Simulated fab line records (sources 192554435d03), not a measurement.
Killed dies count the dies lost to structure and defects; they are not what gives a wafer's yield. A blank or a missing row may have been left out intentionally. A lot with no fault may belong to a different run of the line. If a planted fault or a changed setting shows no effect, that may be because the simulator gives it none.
Which tool is to blame?	flow n5 finfet	23 lots with 69 wafers sampled at 6 steps, on a route of 1938 steps

## WHAT THE GAUGES SHOWED, per wafer
Not one reading of a measure or inspect step in the record can be checked against a usual standard deviation.

## EACH LOT AND THE TOOL THAT RAN IT (in order: tool; ch and the chambers of the sampled wafers; start)
lot	N5_BEOL_M0_SAQP_SPACER2_ETCHBACK_27	N5_BEOL_M0_SAQP_DESCUM_45	N5_BEOL_M0_SAQP_STRIP_75	N5_BEOL_M0_HM_OPEN_105	N5_BEOL_M0_DEGAS_112	N5_BEOL_M0_ALD_136
L074	rie diel-01 ch 0,1,2, day 5 18:10	rie diel-06 ch 0,1,2, day 5 19:01	rie diel-01 ch 1,2,3, day 5 20:10	rie metal-02 ch 0,1, day 5 22:46	pvd sputter-03, day 6 00:05	ald metal-01 ch 0,2,3, day 6 00:17
L075	rie diel-05 ch 1,2,3, day 6 00:12	rie diel-06 ch 0,1,3, day 6 00:50	rie diel-06 ch 0,3, day 6 01:45	rie metal-01 ch 0,1, day 6 04:52	pvd sputter-02, day 6 06:08	ald metal-03 ch 1,2,3, day 6 06:14
L077	rie diel-01 ch 1,2,3, day 6 21:11	rie diel-05 ch 1,2, day 6 21:50	rie diel-01 ch 0,1, day 6 22:59	rie metal-01 ch 0, day 7 04:11	pvd sputter-03, day 7 05:20	ald metal-04 ch 0,2, day 7 05:26
L078	rie diel-06 ch 0,3, day 6 21:56	rie diel-05 ch 1,2,3, day 6 22:41	rie diel-05 ch 0,1,2, day 7 00:06	rie metal-01 ch 0,1, day 7 04:20	pvd sputter-03, day 7 05:25	ald metal-01 ch 0,1,2, day 7 05:34
L079	rie diel-05 ch 0,2,3, day 6 22:23	rie diel-01 ch 2,3, day 6 23:07	rie diel-01 ch 0,1, day 7 00:31	rie metal-02 ch 0,1, day 7 06:35	pvd sputter-02, day 7 07:32	ald metal-04 ch 0,1,3, day 7 07:38
L080	rie diel-05 ch 0,1,3, day 7 02:39	rie diel-01 ch 1,2,3, day 7 03:28	rie diel-05 ch 0,1,3, day 7 04:37	rie metal-01 ch 0,1, day 7 06:30	pvd sputter-02, day 7 07:41	ald metal-01 ch 1,2,3, day 7 07:48
L081	rie diel-05 ch 1,2,3, day 7 08:42	rie diel-06 ch 1,2, day 7 09:20	rie diel-05 ch 0,2,3, day 7 10:14	rie metal-01 ch 0,1, day 7 11:14	pvd sputter-03, day 7 13:49	ald metal-04 ch 0,1,3, day 7 13:56
L082	rie diel-06 ch 0,2,3, day 7 14:13	rie diel-01 ch 0,1,2, day 7 14:56	rie diel-05 ch 1,2,3, day 7 15:53	rie metal-02 ch 0,1, day 7 17:02	pvd sputter-03, day 7 18:00	ald metal-01 ch 0,1,2, day 7 18:10
L083	rie diel-06 ch 0,1,2, day 7 22:30	rie diel-06 ch 1,2,3, day 7 23:08	rie diel-01 ch 0,1,3, day 8 00:03	rie metal-01 ch 0,1, day 8 02:35	pvd sputter-02, day 8 04:01	ald metal-01 ch 0,2,3, day 8 04:07
L084	rie diel-06 ch 0,2,3, day 8 02:21	rie diel-05 ch 0,3, day 8 03:45	rie diel-06 ch 0,1, day 8 04:41	rie metal-01 ch 0,1, day 8 05:57	pvd sputter-03, day 8 07:15	ald metal-03 ch 0,1,2, day 8 07:26
L086	rie diel-05 ch 1,2,3, day 8 15:11	rie diel-05 ch 1,2,3, day 8 15:49	rie diel-01 ch 0,1,2, day 8 16:59	rie metal-02 ch 0,1, day 8 19:17	pvd sputter-02, day 8 21:26	ald metal-03 ch 0,2,3, day 8 21:32
L085	rie diel-05 ch 1,2, day 8 19:09	rie diel-01 ch 0,2,3, day 8 19:47	rie diel-06 ch 2,3, day 8 22:01	rie metal-02 ch 0,1, day 9 02:03	pvd sputter-02, day 9 05:28	ald metal-01 ch 1,2, day 9 05:34
L087	rie diel-05 ch 1,2, day 9 00:52	rie diel-05 ch 2,3, day 9 01:30	rie diel-05 ch 1,2,3, day 9 02:25	rie metal-02 ch 0,1, day 9 06:06	pvd sputter-01, day 9 07:44	ald metal-04 ch 0,2,3, day 9 07:50
L088	rie diel-06 ch 1,3, day 9 02:51	rie diel-05 ch 1,2, day 9 03:29	rie diel-05 ch 0,1,3, day 9 04:23	rie metal-01 ch 0, day 9 05:07	pvd sputter-01, day 9 06:35	ald metal-04 ch 1,2,3, day 9 06:41
L089	rie diel-05 ch 1,2,3, day 9 13:58	rie diel-05 ch 0,1,3, day 9 14:35	rie diel-06 ch 1,2,3, day 9 15:29	rie metal-02 ch 0, day 9 17:23	pvd sputter-01, day 9 18:30	ald metal-04 ch 0,1,3, day 9 18:36
L090	rie diel-05 ch 0,1,2, day 9 16:10	rie diel-06 ch 0,1,2, day 9 16:47	rie diel-01 ch 1,2,3, day 9 17:59	rie metal-03 ch 0,1, day 9 20:24	pvd sputter-02, day 9 21:48	ald metal-03 ch 0,1,3, day 9 21:56
L091	rie diel-06 ch 0,2,3, day 9 22:05	rie diel-06 ch 0,2,3, day 9 22:58	rie diel-05 ch 1,2,3, day 9 23:53	rie metal-02 ch 0,1, day 10 04:13	pvd sputter-03, day 10 05:40	ald metal-04 ch 1,3, day 10 05:49
L092	rie diel-01 ch 0,2,3, day 10 01:19	rie diel-06 ch 1,2, day 10 01:56	rie diel-06 ch 1,2,3, day 10 02:51	rie metal-01 ch 0,1, day 10 04:10	pvd sputter-01, day 10 05:27	ald metal-03 ch 0,3, day 10 05:33
L093	rie diel-06 ch 0,1,3, day 10 12:02	rie diel-01 ch 0,2,3, day 10 12:41	rie diel-01 ch 0,2,3, day 10 13:35	rie metal-01 ch 0,1, day 10 17:08	pvd sputter-02, day 10 18:18	ald metal-03 ch 1,2,3, day 10 18:26
L094	rie diel-01 ch 2,3, day 10 14:54	rie diel-06 ch 0,1,2, day 10 15:32	rie diel-05 ch 2,3, day 10 16:35	rie metal-02 ch 0,1, day 10 17:29	pvd sputter-03, day 10 18:43	ald metal-01 ch 2,3, day 10 18:53
L095	rie diel-01 ch 2,3, day 10 21:08	rie diel-01 ch 0,2,3, day 10 22:10	rie diel-06 ch 1,2,3, day 10 23:07	rie metal-02 ch 0,1, day 11 00:15	pvd sputter-02, day 11 01:32	ald metal-03 ch 1,2, day 11 01:50
L096	rie diel-01 ch 0,1,3, day 10 23:46	rie diel-06 ch 2,3, day 11 01:04	rie diel-05 ch 0,1, day 11 01:59	rie metal-03 ch 0,1, day 11 02:53	pvd sputter-02, day 11 03:53	ald metal-01 ch 1,2, day 11 04:07
L097	rie diel-06 ch 0,1,2, day 11 10:20	rie diel-06 ch 2,3, day 11 11:07	rie diel-06 ch 0,3, day 11 13:05	rie metal-01 ch 0,1, day 11 17:16	pvd sputter-03, day 11 18:39	ald metal-03 ch 0,2, day 11 18:50
- N5_BEOL_M0_SAQP_SPACER2_ETCHBACK_27: etches SiO2 in CHF3/O2, target depth 22.5 nm, time 11.25 s.
- N5_BEOL_M0_SAQP_DESCUM_45: chemistry O2, time 7 s.
- N5_BEOL_M0_SAQP_STRIP_75: strips in CF4.
- N5_BEOL_M0_HM_OPEN_105: chemistry Cl2/BCl3, target TiN, target depth 12 nm.
- N5_BEOL_M0_DEGAS_112: time 60 s.
- N5_BEOL_M0_ALD_136: deposits TaN, pulse time 2 s, purge time 3 s, co reactant purge time 2 s.

## AS READ BY THE TOOLS THEMSELVES (means over the sampled wafers that have a number; for cases with no such wafer, the mark the record gives instead)
N5_BEOL_M0_SAQP_SPACER2_ETCHBACK_27. Usual: drypump motor current A 5.5 A, standard deviation 0.38; oes product au 0.80 a.u., standard deviation 0.091; rf vpp V 530 V, standard deviation 11; showerhead plenum p Torr 2.46 Torr, standard deviation 0.054; throttle valve pct 18.77 %, standard deviation 0.24.
lot	tool	drypump motor current A (A)	oes product au (a.u.)	rf vpp V (V)	showerhead plenum p Torr (Torr)	throttle valve pct (%)	flag
L074	rie diel-01	5.7	0.77	520	2.39	18.95	
L075	rie diel-05	5.5	0.82	539	2.49	18.65	
L077	rie diel-01	5.3	0.81	527	2.42	18.99	
L078	rie diel-06	5.2	0.74	524	2.49	18.85	
L079	rie diel-05	5.7	0.86	529	2.47	18.56	
L080	rie diel-05	5.8	0.80	530	2.48	18.69	
L081	rie diel-05	5.5	0.82	539	2.48	18.65	
L082	rie diel-06	5.3	0.77	527	2.48	18.85	
L083	rie diel-06	5.4	0.83	528	2.49	18.68	
L084	rie diel-06	5.4	0.77	527	2.48	18.86	
L086	rie diel-05	5.5	0.79	539	2.48	18.67	
L085	rie diel-05	5.4	0.81	544	2.49	18.78	
L087	rie diel-05	5.3	0.86	544	2.48	18.66	
L088	rie diel-06	5.6	0.74	519	2.51	18.98	
L089	rie diel-05	5.5	0.79	538	2.48	18.70	
L090	rie diel-05	5.6	0.84	533	2.48	18.70	
L091	rie diel-06	5.3	0.75	527	2.47	18.88	
L092	rie diel-01	5.4	0.80	530	2.41	18.81	
L093	rie diel-06	5.4	0.75	523	2.50	18.86	
L094	rie diel-01	5.0	0.76	526	2.37	19.06	
L095	rie diel-01	5.0	0.84	536	2.45	18.85	
L096	rie diel-01	5.8	0.81	530	2.45	18.81	
L097	rie diel-06	5.4	0.80	528	2.49	18.72	

N5_BEOL_M0_SAQP_DESCUM_45. Usual: drypump motor current A 5.5 A, standard deviation 0.37; oes product au 0.80 a.u., standard deviation 0.09; rf vpp V 244.1 V, standard deviation 1.2; showerhead plenum p Torr 2.14 Torr, standard deviation 0.061; throttle valve pct 20.27 %, standard deviation 0.22.
lot	tool	drypump motor current A (A)	oes product au (a.u.)	rf vpp V (V)	showerhead plenum p Torr (Torr)	throttle valve pct (%)	flag
L074	rie diel-06	5.4	0.86	245.3	2.16	20.08	
L075	rie diel-06	5.4	0.79	245.0	2.18	20.25	
L077	rie diel-05	5.3	0.90	243.9	2.16	20.20	
L078	rie diel-05	5.5	0.81	244.4	2.17	20.23	
L079	rie diel-01	5.1	0.89	243.6	2.15	20.41	
L080	rie diel-01	5.3	0.81	243.3	2.10	20.50	
L081	rie diel-06	5.6	0.88	243.9	2.14	20.05	
L082	rie diel-01	5.7	0.75	242.6	2.06	20.44	
L083	rie diel-06	5.6	0.81	243.6	2.15	20.22	
L084	rie diel-05	5.9	0.77	244.1	2.14	20.13	
L086	rie diel-05	5.5	0.80	243.9	2.16	20.25	
L085	rie diel-01	5.4	0.81	243.2	2.11	20.36	
L087	rie diel-05	5.4	0.85	244.1	2.14	20.09	
L088	rie diel-05	5.4	0.80	244.4	2.17	20.36	
L089	rie diel-05	5.8	0.78	244.6	2.15	20.26	
L090	rie diel-06	5.4	0.81	243.9	2.15	20.13	
L091	rie diel-06	5.4	0.76	244.0	2.14	20.31	
L092	rie diel-06	5.6	0.86	245.7	2.16	20.07	
L093	rie diel-01	5.4	0.80	243.5	2.10	20.38	
L094	rie diel-06	5.4	0.81	244.5	2.15	20.15	
L095	rie diel-01	5.4	0.80	244.7	2.10	20.38	
L096	rie diel-06	5.6	0.74	244.7	2.13	20.43	
L097	rie diel-06	5.6	0.73	243.7	2.13	20.43	

N5_BEOL_M0_SAQP_STRIP_75. Usual: drypump motor current A 5.5 A, standard deviation 0.4; oes product au 0.185 a.u., standard deviation 0.019; rf vpp V 271.9 V, standard deviation 1.3; showerhead plenum p Torr 1.83 Torr, standard deviation 0.052; throttle valve pct 13.46 %, standard deviation 0.23.
lot	tool	drypump motor current A (A)	oes product au (a.u.)	rf vpp V (V)	showerhead plenum p Torr (Torr)	throttle valve pct (%)	flag
L074	rie diel-01	5.3	0.188	271.2	1.80	13.60	
L075	rie diel-06	5.2	0.173	272.5	1.86	13.58	
L077	rie diel-01	6.1	0.183	270.6	1.81	13.41	
L078	rie diel-05	5.6	0.200	272.5	1.84	13.29	
L079	rie diel-01	6.1	0.179	272.4	1.80	13.59	
L080	rie diel-05	5.8	0.185	271.8	1.85	13.44	
L081	rie diel-05	5.6	0.193	271.2	1.84	13.29	
L082	rie diel-05	5.5	0.182	271.6	1.84	13.38	
L083	rie diel-01	5.8	0.190	271.9	1.83	13.45	
L084	rie diel-06	5.2	0.180	272.3	1.87	13.46	
L086	rie diel-01	5.7	0.177	270.3	1.76	13.62	
L085	rie diel-06	5.5	0.189	272.5	1.83	13.49	
L087	rie diel-05	5.5	0.183	272.3	1.84	13.39	
L088	rie diel-05	5.7	0.176	271.8	1.85	13.46	
L089	rie diel-06	5.6	0.184	272.3	1.85	13.53	
L090	rie diel-01	5.3	0.183	271.0	1.79	13.66	
L091	rie diel-05	5.5	0.179	272.3	1.84	13.42	
L092	rie diel-06	5.5	0.185	272.6	1.85	13.53	
L093	rie diel-01	5.4	0.181	272.0	1.80	13.49	
L094	rie diel-05	5.6	0.174	271.6	1.84	13.41	
L095	rie diel-06	5.6	0.182	272.8	1.85	13.54	
L096	rie diel-05	5.8	0.191	272.7	1.84	13.42	
L097	rie diel-06	5.2	0.163	271.9	1.84	13.68	

N5_BEOL_M0_HM_OPEN_105. Usual: drypump motor current A 5.6 A, standard deviation 0.39; oes product au 0.74 a.u., standard deviation 0.091; throttle valve pct 22.09 %, standard deviation 0.16.
lot	tool	drypump motor current A (A)	oes product au (a.u.)	throttle valve pct (%)	flag
L074	rie metal-02	5.6	0.68	22.19	
L075	rie metal-01	5.7	0.73	22.01	
L077	rie metal-01	5.5	0.71	21.92	
L078	rie metal-01	5.9	0.73	22.11	
L079	rie metal-02	5.3	0.73	22.12	
L080	rie metal-01	5.8	0.74	22.12	
L081	rie metal-01	5.8	0.73	22.12	
L082	rie metal-02	5.3	0.73	22.11	
L083	rie metal-01	5.9	0.72	22.13	
L084	rie metal-01	5.7	0.72	22.01	
L086	rie metal-02	5.3	0.71	22.14	
L085	rie metal-02	5.6	0.65	22.20	
L087	rie metal-02	5.6	0.65	22.21	
L088	rie metal-01	5.5	0.70	21.92	
L089	rie metal-02	5.0	0.77	22.06	
L090	rie metal-03	6.1	0.80	22.28	
L091	rie metal-02	5.5	0.93	21.89	
L092	rie metal-01	5.8	0.72	22.14	
L093	rie metal-01	5.8	0.71	22.13	
L094	rie metal-02	5.3	0.84	21.98	
L095	rie metal-02	5.5	0.91	21.90	
L096	rie metal-03	5.8	0.78	22.15	
L097	rie metal-01	5.7	0.69	22.04	

N5_BEOL_M0_DEGAS_112. Usual: heater power w 370 W, standard deviation 50.
lot	tool	heater power w (W)	flag
L074	pvd sputter-03	400	
L075	pvd sputter-02	416	
L077	pvd sputter-03	389	
L078	pvd sputter-03	386	
L079	pvd sputter-02	362	
L080	pvd sputter-02	336	
L081	pvd sputter-03	372	
L082	pvd sputter-03	376	
L083	pvd sputter-02	337	
L084	pvd sputter-03	359	
L086	pvd sputter-02	337	
L085	pvd sputter-02	386	
L087	pvd sputter-01	332	
L088	pvd sputter-01	293	
L089	pvd sputter-01	342	
L090	pvd sputter-02	389	
L091	pvd sputter-03	373	
L092	pvd sputter-01	314	
L093	pvd sputter-02	337	
L094	pvd sputter-03	443	
L095	pvd sputter-02	397	
L096	pvd sputter-02	388	
L097	pvd sputter-03	370	

N5_BEOL_M0_ALD_136. Usual: heater power w 398 W, standard deviation 16; precursor vessel carrier sccm 1000.5 sccm, standard deviation 2.9.
lot	tool	heater power w (W)	precursor vessel carrier sccm (sccm)	flag
L074	ald metal-01	396	1000.8	
L075	ald metal-03	387	1001.3	
L077	ald metal-04	397	1000.7	
L078	ald metal-01	399	1001.2	
L079	ald metal-04	406	1002.3	
L080	ald metal-01	406	999.6	
L081	ald metal-04	406	1000.1	
L082	ald metal-01	397	1002.0	
L083	ald metal-01	403	999.9	
L084	ald metal-03	402	1000.4	
L086	ald metal-03	400	1000.0	
L085	ald metal-01	396	1002.6	
L087	ald metal-04	413	999.8	
L088	ald metal-04	401	1000.6	
L089	ald metal-04	406	998.7	
L090	ald metal-03	393	1001.1	
L091	ald metal-04	414	998.9	
L092	ald metal-03	393	1000.9	
L093	ald metal-03	386	998.9	
L094	ald metal-01	395	1000.9	
L095	ald metal-03	402	1002.6	
L096	ald metal-01	397	995.6	
L097	ald metal-03	402	999.4	

## THE ANSWER, worked out from the rows above alone
Rule: a lot is off if the mean of its wafers that have a number lies more than 3 standard deviations from the usual mean. Also off: a lot with no number at a reading for which 4 or more lots have one. The other lots that the step has rows for count as sound. After the gauges, taken in route order, come the tools' own readings; for these a lot's mean is taken, as printed above. At the first step where some lot is off, the reading lying furthest off is the one used; lots without a number count as furthest.
No lot is off at any reading shown: from this, nothing can be told.

## WHAT WAS PUT IN BY THE SIMULATOR
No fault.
